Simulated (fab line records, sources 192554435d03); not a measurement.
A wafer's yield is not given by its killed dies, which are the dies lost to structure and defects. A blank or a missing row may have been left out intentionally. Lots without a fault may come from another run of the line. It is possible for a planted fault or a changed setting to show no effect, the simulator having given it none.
A lot that was struck, set against a sound lot | flow n5_finfet | 39 out of 1938 route steps
Sound: these wafers, L606.1, L606.3, L606.6. Struck: wafer L621.4 (left out: L621.2, a lot-mate that was not struck); the cause follows at the end.
Each step with rows lists, per side, the tool, then ch with its chambers, then its first start. Under that, the readings that differ: sound wafers | struck wafers | difference of the means | sigmas: that difference in standard deviations of wafers without a fault.
alike: a reading whose means differ by less than 2 such deviations, as well as words and numbers matching on both sides. not compared: withheld readings; readings where some wafer has no value; bounds like >300 that might hide an equal value; numbers whose values overlap and for which the record gives no deviation.
The two part at a step that has a row with sigmas, a row that says differs or no value, or rows on one side only. When numbers do not overlap yet have no deviation, they are printed without sigmas and do not part them. A reading that every wafer of one side lacks parts them only if that side has two wafers or more.

first, 9 steps without rows for these wafers: N5_HKMG_FIN_DESCUM_17 (chemistry O2, time 7.9 s); N5_HKMG_FIN_ETCH_31 (etches SiARC in CF4, target depth 45.5 nm, time 75.8 s); N5_HKMG_FIN_ETCH_32 (etches SOC in N2/H2, target depth 240 nm, time 300 s); N5_HKMG_FIN_STRIP_33 (strips in N2/H2); N5_HKMG_FIN_STRIP_34 (strips in CF4); N5_HKMG_FIN_ETCH_35 (etches SOC in N2/H2, target depth 215.8 nm, time 243.4 s); N5_HKMG_FIN_STRIP_92 (strips SOC in N2/H2, time 20 s); N5_HKMG_FIN_WET_ETCH_18 (etches TiN in SC1, time 55 s, target depth 5.2 nm, rinse time 30 s); N5_HKMG_FIN_STRIP_19 (strips in N2/H2, time 360 s).
N5_HKMG_FIN_ALD_91: deposits TiN, target thk 1 nm, pulse time 1 s, purge time 3 s.
  sound on ald_metal-02 ch 1,2,3, day 5 00:40; struck on ald_metal-02 ch 2, day 8 16:16
  reading    | sound    | struck | difference | sigmas
  ald_cycles | 47 47 47 | 41     | -6         |
  alike: heater_power_w, precursor_pulse_height_rel
then, 27 steps without rows for these wafers: N5_HKMG_FIN_COAT_85 (time 60 s, resist thk 300 nm); N5_HKMG_FIN_ETCH_86 (etches SOC in N2/H2, stops on TiN, target depth 393.2 nm); N5_HKMG_FIN_STRIP_89 (strips SOC in N2/H2, time 20 s); N5_HKMG_FIN_WET_ETCH_87 (etches TiN in SC1, time 154.2 s, target depth 4.7 nm, rinse time 30 s); N5_HKMG_FIN_STRIP_88 (strips in N2/H2, time 360 s); N5_HKMG_FIN_NWFM_ALD_20 (deposits TiAlC, target thk 2 nm, pulse time 3 s, purge time 2 s); N5_HKMG_FIN_ALD_71 (deposits TiN, target thk 1 nm, pulse time 1 s, purge time 3 s); N5_HKMG_FIN_COAT_66 (time 60 s, resist thk 300 nm); N5_HKMG_FIN_ETCH_67 (etches SOC in N2/H2, stops on TiN, target depth 388.9 nm); N5_HKMG_FIN_STRIP_90 (strips SOC in N2/H2, time 20 s); N5_HKMG_FIN_WET_ETCH_73 (etches the open film in SC1, time 42.3 s, target depth 1.3 nm, rinse time 30 s); N5_HKMG_FIN_ETCHBACK_68 (etches the open film in Cl2/Ar, stops on HfO2, target depth 0.5 nm); N5_HKMG_FIN_STRIP_69 (strips in N2/H2, time 360 s); N5_HKMG_FIN_ALD_21 (deposits TiN, target thk 1.5 nm, pulse time 1 s, purge time 3 s); N5_HKMG_FIN_ALD_72 (deposits W, target thk 2 nm, pulse time 1 s, purge time 2 s); N5_HKMG_FIN_W_FILL_22 (material W, target thk 60 nm, time 18.2 s); N5_HKMG_FIN_PRECLEAN_83 (cleans in DIW, time 57.5 s); N5_HKMG_FIN_SRD_84 (dry time 32 s); N5_HKMG_FIN_CMP_23 (polishes, stops on SiNx, t overpolish 10 s, target thk 46.326 nm); N5_HKMG_FIN_CMP_94 (polishes, stops on SiNx, t overpolish 4.7 s, target thk 43.299 nm); N5_GATE_CUT_ETCHBACK_00 (etches W in SF6/Cl2); N5_GATE_CUT_ETCH_56 (etches TiN in Cl2/Ar, target depth 21.6 nm); N5_GATE_CUT_ETCHBACK_30 (etches TiN in Cl2/Ar, target depth 3 nm); N5_GATE_CUT_VAPOR_ETCH_60 (etches HfO2 in BCl3/Cl2); N5_GATE_CUT_ETCH_58 (etches SiNx in CH3F/O2, target depth 17 nm, time 128.6 s); N5_GATE_CUT_STRIP_59 (strips in N2/H2, time 20 s); N5_GATE_CUT_PRECLEAN_31 (cleans in DIW, time 300 s).
-- the record jumps here: 4 days lie between the struck wafers' starts before and after (it left off in module GATE_CUT and takes up again in module BEOL_M4, whose first step shown is number 1111 of the route) --
N5_BEOL_M4_RC_MEAS_101:
  sound on prober-02 ch 0, day 8 21:07; struck on prober-02 ch 0, day 12 20:53
  reading             | sound                      | struck   | difference | sigmas
  IOFF_N (nA/um)      | 0.225 0.148 0.142          | 0.228    | +0.056     | +3
  IOFF_N_85C (nA/um)  | 4.2 3.0 2.9                | 4.3      | +0.9       | +3
  IOFF_N_LIN (nA/um)  | 0.101 0.072 0.069          | 0.108    | +0.027     | +3
  IOFF_N_LONG (nA/um) | 5.67e-05 5.66e-05 5.65e-05 | 7.48e-05 | +1.82e-05  | +7
  IOFF_P (nA/um)      | 0.269 0.202 0.191          | 0.141    | -0.080     | -3
  ION_P (uA/um)       | 472 466 461                | 446      | -20        | -3
  VT_N (mV)           | 244.5 251.8 251.2          | 240.7    | -8.5       | -3
  VT_N_LONG (mV)      | 276.0 274.5 275.9          | 261.1    | -14.4      | -8
  VT_N_LVT (mV)       | 90.9 97.2 97.9             | 86.7     | -8.6       | -3
  VT_P (mV)           | -248.1 -251.0 -250.9       | -262.8   | -12.8      | -5
  VT_P_LVT (mV)       | -94.3 -98.3 -98.7          | -110.2   | -13.1      | -7
  alike: DIBL_N, DIBL_P, ION_N, SS_N, SS_P
-- the record jumps here: 4 days lie between the struck wafers' starts before and after (it left off in module BEOL_M4 and takes up again in module PASSIVATION, whose first step shown is number 1936 of the route) --
N5_PASSIVATION_PROBE_49:
  struck on prober-02, day 17 06:11; sound on prober-02, day 13 10:39
  reading                  | sound          | struck | difference | sigmas
  defect_limited_yield (%) | 91.2 90.4 91.2 | 86.9   | -4.0       | -3
  killed_at_front_end      | 42 25 22       | 86     | +56        | +5
  killed_dies              | 104 113 104    | 155    | +48        | +3
  killed_on_rim            | 22 17 9        | 48     | +32        | +9
  sort_n_pass              | 1076 1067 1076 | 1025   | -48        | -3
  sort_yield_pct (%)       | 91.2 90.4 91.2 | 86.9   | -4.0       | -3
  alike: killed_at_M0_to_M3, killed_at_M4_up, killed_at_contacts, killed_at_other, killed_open, killed_short, sort_bin_5_function, sort_bin_6_memory
  not compared: sort_bin_4_leakage

== WHERE THEY PART ==
Earliest at N5_BEOL_M4_RC_MEAS_101; latest, in this record, at N5_PASSIVATION_PROBE_49.

WHY: whatever the simulator had introduced
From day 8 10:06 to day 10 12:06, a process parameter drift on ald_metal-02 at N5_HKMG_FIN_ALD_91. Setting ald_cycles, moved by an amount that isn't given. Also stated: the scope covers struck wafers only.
